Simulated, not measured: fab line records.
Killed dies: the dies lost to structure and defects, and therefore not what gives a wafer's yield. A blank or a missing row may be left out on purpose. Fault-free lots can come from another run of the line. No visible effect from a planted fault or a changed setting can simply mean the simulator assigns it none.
Which tool is to blame? -- flow nandHarc -- 60 wafers from 20 lots sampled at 5 of the route's 1302 steps

== WHAT THE GAUGES SHOWED, per wafer ==
NHARC_A_SLIT_CD_MEAS_09: target cd 300 nm. Usual: cdNm at 300.2 nm, with a standard deviation of 0.57.
lot,measured,on,cdNm (nm),flag
L074,day 20 04:01,cdSem-03,299.7 300.4 300.5,
L076,day 20 16:49,cdSem-01,300.8 300.9 300.4,
L078,day 20 23:05,cdSem-03,300.9 300.3 300.8,
L077,day 21 08:00,cdSem-03,300.4 301.1 300.4,
L079,day 21 07:50,cdSem-03,299.9 300.7 300.3,
L080,day 22 05:10,cdSem-01,300.3 299.9 299.2,
L083,day 23 03:59,cdSem-01,299.8 298.7 299.7,
L082,day 23 00:35,cdSem-02,299.5 299.4 299.4,
L084,day 23 17:13,cdSem-01,300.2 298.5 299.9,
L085,day 24 07:28,cdSem-03,300.1 299.8 299.4,
L086,day 24 16:31,cdSem-01,300.7 300.3 300.2,
L087,day 25 08:51,cdSem-01,299.4 299.6 300.2,
L088,day 25 19:39,cdSem-02,300.1 300.1 300.8,
L091,day 26 16:35,cdSem-01,299.6 299.3 299.7,
L092,day 27 04:43,cdSem-02,299.5 299.7 299.9,
L093,day 27 06:11,cdSem-01,300.1 300.4 300.8,
L094,day 27 15:46,cdSem-01,300.3 300.9 300.1,
L096,day 28 16:41,cdSem-03,300.5 301.3 300.7,
L095,day 28 16:28,cdSem-01,300.3 300.7 300.5,
L097,day 29 17:08,cdSem-01,300.8 300.7 301.4,

== EACH LOT AND THE TOOL THAT RAN IT (in order: tool; ch and the chambers of the sampled wafers; start) ==
lot,NHARC_A_STAIRCASE_ETCH_453,NHARC_A_STAIRCASE_DESCUM_443,NHARC_A_STAIRCASE_ETCHBACK_157,NHARC_A_STAIRCASE_DEP_471
L074,"rieDiel-02 ch 2,3, day 19 06:45 or earlier","rieDiel-04 ch 0,2,3, day 19 06:45","rieDiel-12 ch 0,2, day 19 13:07","pecvd-01 ch 0,1,2, day 19 13:23"
L076,"rieDiel-04 ch 0,1, day 19 21:13 or earlier","rieDiel-04 ch 1,2, day 19 21:13","rieDiel-02 ch 0,2,3, day 20 03:34","pecvd-02 ch 0,2, day 20 03:51"
L078,"rieDiel-02 ch 1,3, day 20 03:37 or earlier","rieDiel-04 ch 1,3, day 20 03:37","rieDiel-04 ch 0,3, day 20 09:49","pecvd-01 ch 0,1, day 20 10:07"
L077,"rieDiel-04 ch 0,2,3, day 20 12:32 or earlier","rieDiel-04 ch 2,3, day 20 12:32","rieDiel-02 ch 0,2,3, day 20 18:51","pecvd-02 ch 0,2, day 20 19:06"
L079,"rieDiel-12 ch 1,2,3, day 20 12:23 or earlier","rieDiel-12 ch 0,2, day 20 12:23","rieDiel-04 ch 1,2, day 20 18:31","pecvd-02 ch 0,1, day 20 18:50"
L080,"rieDiel-02 ch 0,2,3, day 21 08:44 or earlier","rieDiel-02 ch 0,3, day 21 08:44","rieDiel-04 ch 0,2, day 21 14:54","pecvd-03 ch 0, day 21 15:14"
L083,"rieDiel-02 ch 0,1,3, day 22 03:21 or earlier","rieDiel-02 ch 0,1,2, day 22 03:21","rieDiel-04 ch 0,1,2, day 22 09:41","pecvd-01 ch 0,1,2, day 22 09:58"
L082,"rieDiel-12 ch 0,1, day 22 03:11 or earlier","rieDiel-12 ch 1,3, day 22 03:11","rieDiel-04 ch 0,1, day 22 10:16","pecvd-02 ch 0,1,2, day 22 10:32"
L084,"rieDiel-04 ch 0,1,2, day 22 20:49 or earlier","rieDiel-12 ch 2,3, day 22 20:49","rieDiel-02 ch 1,2, day 23 03:00","pecvd-01 ch 1,2, day 23 03:16"
L085,"rieDiel-04 ch 0,1,3, day 23 09:15 or earlier","rieDiel-12 ch 0,2,3, day 23 09:15","rieDiel-12 ch 0,1,3, day 23 15:30","pecvd-03 ch 0,1, day 23 15:48"
L086,"rieDiel-04 ch 0,2,3, day 23 19:46 or earlier","rieDiel-02 ch 0,3, day 23 19:46","rieDiel-04 ch 1,2, day 24 01:56","pecvd-01 ch 0,2, day 24 02:16"
L087,"rieDiel-02 ch 0,1, day 24 09:59 or earlier","rieDiel-12 ch 0,2, day 24 09:59","rieDiel-12 ch 0,1,3, day 24 16:10","pecvd-02 ch 0,2, day 24 16:27"
L088,"rieDiel-02 ch 0,2,3, day 24 23:01 or earlier","rieDiel-04 ch 0,2,3, day 24 23:01","rieDiel-12 ch 0,2,3, day 25 05:07","pecvd-01 ch 1,2, day 25 05:25"
L091,"rieDiel-04 ch 1,3, day 25 17:52 or earlier","rieDiel-04 ch 0,2, day 25 17:52","rieDiel-12 ch 0,1,2, day 26 00:07","pecvd-01 ch 0,2, day 26 00:49"
L092,"rieDiel-02 ch 1,3, day 26 09:14 or earlier","rieDiel-02 ch 1,3, day 26 09:14","rieDiel-04 ch 0,1,2, day 26 15:29","pecvd-02 ch 0,1, day 26 15:47"
L093,"rieDiel-02 ch 0,2,3, day 26 08:58 or earlier","rieDiel-04 ch 0,2,3, day 26 08:58","rieDiel-02 ch 0,1,2, day 26 15:10","pecvd-03 ch 1, day 26 15:31"
L094,"rieDiel-04 ch 0,3, day 26 19:54 or earlier","rieDiel-02 ch 0,2,3, day 26 19:54","rieDiel-04 ch 0,3, day 27 02:08","pecvd-03 ch 0,1, day 27 02:31"
L096,"rieDiel-02 ch 2,3, day 27 21:06 or earlier","rieDiel-04 ch 0,2, day 27 21:06","rieDiel-12 ch 1,2,3, day 28 03:14","pecvd-01 ch 0,1,2, day 28 03:29"
L095,"rieDiel-12 ch 0,3, day 27 21:15 or earlier","rieDiel-02 ch 0,2,3, day 27 21:15","rieDiel-12 ch 1,3, day 28 03:28","pecvd-03 ch 0,2, day 28 03:45"
L097,"rieDiel-02 ch 0,3, day 28 19:00 or earlier","rieDiel-12 ch 0,2,3, day 28 19:00","rieDiel-12 ch 1,3, day 29 01:12","pecvd-02 ch 0,2, day 29 01:30"
- NHARC_A_STAIRCASE_ETCH_453: etches the open film in CF4/O2, target depth 30 nm, overetch 3 nm, time 16.5 s.
- NHARC_A_STAIRCASE_DESCUM_443: chemistry O2, time 3 s.
- NHARC_A_STAIRCASE_ETCHBACK_157: etches the open film in CH3F/O2, target depth 90 nm, time 167.14 s.
- NHARC_A_STAIRCASE_DEP_471: deposits SiO2, target thk 100 nm.

== AS READ BY THE TOOLS THEMSELVES (means over the sampled wafers that have a number; for cases with no such wafer, the mark the record gives instead) ==
NHARC_A_STAIRCASE_ETCH_453. Usual: drypumpMotorCurrentA 5.8 A, standard deviation 0.54; oesProductAu 1.000 a.u., standard deviation 0.0098; rfFwdPowerW 294.1 W, standard deviation 1.5; rfVppV 198.5 V, standard deviation 1.3; showerheadPlenumPTorr 1.37 Torr, standard deviation 0.046; throttleValvePct 13.396 %, standard deviation 0.0091.
lot,tool,drypumpMotorCurrentA (A),oesProductAu (a.u.),rfFwdPowerW (W),rfVppV (V),showerheadPlenumPTorr (Torr),throttleValvePct (%),flag
L074,rieDiel-02,5.5,0.991,295.2,198.5,1.35,13.398,
L076,rieDiel-04,5.8,0.995,295.3,198.9,1.40,13.398,
L078,rieDiel-02,5.2,1.002,293.7,198.3,1.35,13.395,
L077,rieDiel-04,5.9,1.001,294.2,198.5,1.39,13.397,
L079,rieDiel-12,6.0,1.001,293.8,197.7,1.35,13.391,
L080,rieDiel-02,5.9,1.001,294.2,199.3,1.36,13.398,
L083,rieDiel-02,5.7,1.009,294.4,198.9,1.36,13.405,
L082,rieDiel-12,6.1,1.011,294.0,199.1,1.43,13.404,
L084,rieDiel-04,5.9,1.007,295.1,199.1,1.39,13.405,
L085,rieDiel-04,5.8,1.002,293.7,198.0,1.38,13.406,
L086,rieDiel-04,5.9,1.005,294.2,199.0,1.38,13.392,
L087,rieDiel-02,5.6,0.997,293.6,197.5,1.34,13.404,
L088,rieDiel-02,5.9,0.999,294.6,197.7,1.36,13.382,
L091,rieDiel-04,6.0,1.000,294.3,200.0,1.42,13.398,
L092,rieDiel-02,5.4,1.003,294.7,198.0,1.35,13.391,
L093,rieDiel-02,5.9,0.997,292.7,198.9,1.35,13.395,
L094,rieDiel-04,5.6,1.003,294.5,197.5,1.33,13.398,
L096,rieDiel-02,5.5,0.998,294.3,198.6,1.34,13.400,
L095,rieDiel-12,5.8,1.011,292.3,199.6,1.41,13.396,
L097,rieDiel-02,6.3,0.997,292.6,198.9,1.36,13.401,

NHARC_A_STAIRCASE_DESCUM_443. Usual: drypumpMotorCurrentA 5.9 A, standard deviation 0.49; oesProductAu 1.000 a.u., standard deviation 0.01; rfVppV 58.0 V, standard deviation 0.76; showerheadPlenumPTorr 1.97 Torr, standard deviation 0.076; throttleValvePct 11.310 %, standard deviation 0.0079.
lot,tool,drypumpMotorCurrentA (A),oesProductAu (a.u.),rfVppV (V),showerheadPlenumPTorr (Torr),throttleValvePct (%),flag
L074,rieDiel-04,5.9,1.007,57.7,1.99,11.309,
L076,rieDiel-04,6.2,1.003,59.1,2.06,11.308,
L078,rieDiel-04,6.0,0.990,59.2,2.05,11.308,
L077,rieDiel-04,6.2,0.990,58.1,2.05,11.310,
L079,rieDiel-12,5.5,1.005,57.9,1.91,11.310,
L080,rieDiel-02,6.3,0.998,57.9,1.97,11.310,
L083,rieDiel-02,5.7,0.991,57.8,1.93,11.311,
L082,rieDiel-12,6.4,0.993,57.6,1.98,11.311,
L084,rieDiel-12,5.7,1.006,58.3,1.93,11.299,
L085,rieDiel-12,5.7,1.004,57.0,1.96,11.318,
L086,rieDiel-02,6.3,0.994,58.1,1.96,11.308,
L087,rieDiel-12,5.5,1.019,57.8,1.89,11.309,
L088,rieDiel-04,5.9,0.998,58.4,1.97,11.314,
L091,rieDiel-04,6.0,0.997,57.6,1.99,11.310,
L092,rieDiel-02,5.4,1.003,57.6,1.94,11.316,
L093,rieDiel-04,5.9,0.997,58.7,1.97,11.314,
L094,rieDiel-02,5.9,1.000,57.6,1.94,11.315,
L096,rieDiel-04,5.6,1.007,57.9,1.91,11.304,
L095,rieDiel-02,5.9,0.995,57.9,1.93,11.309,
L097,rieDiel-12,5.7,1.009,58.1,1.94,11.314,

NHARC_A_STAIRCASE_ETCHBACK_157. Usual: drypumpMotorCurrentA 5.9 A, standard deviation 0.49; oesProductAu 0.97 a.u., standard deviation 0.034; rfFwdPowerW 498.0 W, standard deviation 1.4; rfVppV 245.1 V, standard deviation 1.5; showerheadPlenumPTorr 2.52 Torr, standard deviation 0.1; throttleValvePct 20.663 %, standard deviation 0.0095.
lot,tool,drypumpMotorCurrentA (A),oesProductAu (a.u.),rfFwdPowerW (W),rfVppV (V),showerheadPlenumPTorr (Torr),throttleValvePct (%),flag
L074,rieDiel-12,5.5,0.92,498.9,242.5,2.33,20.659,
L076,rieDiel-02,5.9,0.99,497.8,245.2,2.51,20.659,
L078,rieDiel-04,5.5,1.00,499.0,244.4,2.46,20.673,
L077,rieDiel-02,5.9,1.00,498.6,245.6,2.51,20.665,
L079,rieDiel-04,6.1,0.92,498.2,246.7,2.64,20.665,
L080,rieDiel-04,6.0,0.93,499.1,245.4,2.56,20.657,
L083,rieDiel-04,5.9,1.00,497.6,246.1,2.56,20.667,
L082,rieDiel-04,5.6,0.96,497.6,243.9,2.48,20.648,
L084,rieDiel-02,5.2,0.93,497.5,245.2,2.45,20.664,
L085,rieDiel-12,6.1,1.01,497.8,245.3,2.57,20.662,
L086,rieDiel-04,6.1,0.99,497.2,246.2,2.63,20.657,
L087,rieDiel-12,6.1,0.98,497.6,245.3,2.56,20.659,
L088,rieDiel-12,5.7,0.97,498.7,245.2,2.50,20.660,
L091,rieDiel-12,5.9,0.94,499.6,244.9,2.49,20.659,
L092,rieDiel-04,5.9,0.95,496.5,244.3,2.54,20.658,
L093,rieDiel-02,5.8,1.00,498.0,243.9,2.46,20.660,
L094,rieDiel-04,5.8,0.98,497.1,245.2,2.51,20.664,
L096,rieDiel-12,6.0,1.00,499.1,244.5,2.46,20.665,
L095,rieDiel-12,6.4,1.01,498.4,245.1,2.52,20.665,
L097,rieDiel-12,6.4,1.00,498.0,244.7,2.51,20.663,

NHARC_A_STAIRCASE_DEP_471. Usual: heaterPowerOuterW 342 W, standard deviation 58; heaterPowerW 605 W, standard deviation 100; rfFwdPowerW 896.1 W, standard deviation 2.6; susceptorTempC 400.04 C, standard deviation 0.25; throttleValvePct 16.0 %, standard deviation 0.51.
lot,tool,heaterPowerOuterW (W),heaterPowerW (W),rfFwdPowerW (W),susceptorTempC (C),throttleValvePct (%),flag
L074,pecvd-01,333,610,897.3,399.91,16.1,
L076,pecvd-02,380,669,892.7,400.11,16.2,
L078,pecvd-01,320,608,896.5,400.32,15.9,
L077,pecvd-02,347,610,896.3,400.22,15.6,
L079,pecvd-02,393,675,895.3,400.02,16.1,
L080,pecvd-03,381,668,895.9,399.86,15.9,
L083,pecvd-01,343,632,897.3,400.10,15.8,
L082,pecvd-02,321,571,894.1,400.02,16.0,
L084,pecvd-01,299,573,896.3,400.04,16.0,
L085,pecvd-03,384,638,896.6,399.78,16.2,
L086,pecvd-01,287,516,897.9,400.09,15.8,
L087,pecvd-02,424,732,894.8,400.11,16.5,
L088,pecvd-01,283,535,895.9,400.27,16.3,
L091,pecvd-01,287,523,894.6,399.71,16.0,
L092,pecvd-02,329,579,897.3,400.03,15.9,
L093,pecvd-03,256,451,896.5,400.48,15.6,
L094,pecvd-03,352,583,894.0,399.84,16.4,
L096,pecvd-01,308,580,897.4,400.07,16.2,
L095,pecvd-03,298,524,899.1,399.85,15.7,
L097,pecvd-02,366,658,894.8,400.02,16.0,

== THE ANSWER, worked out from the rows above alone ==
Rule: a lot counts as off when the mean over its wafers that have a number is more than 3 standard deviations away from the usual mean. Also off: a lot with no number at a reading for which 4 or more lots have one. The other lots that the step has rows for count as sound. First the gauges in route order, then the tools' own readings, where a lot's mean is used as printed above. The first step at which some lot is off is used, and at that step the reading that is off furthest; a lot without a number counts as furthest.
No lot is off at any reading shown: from this, nothing can be told.

== WHAT THE SIMULATOR HAD PUT IN ==
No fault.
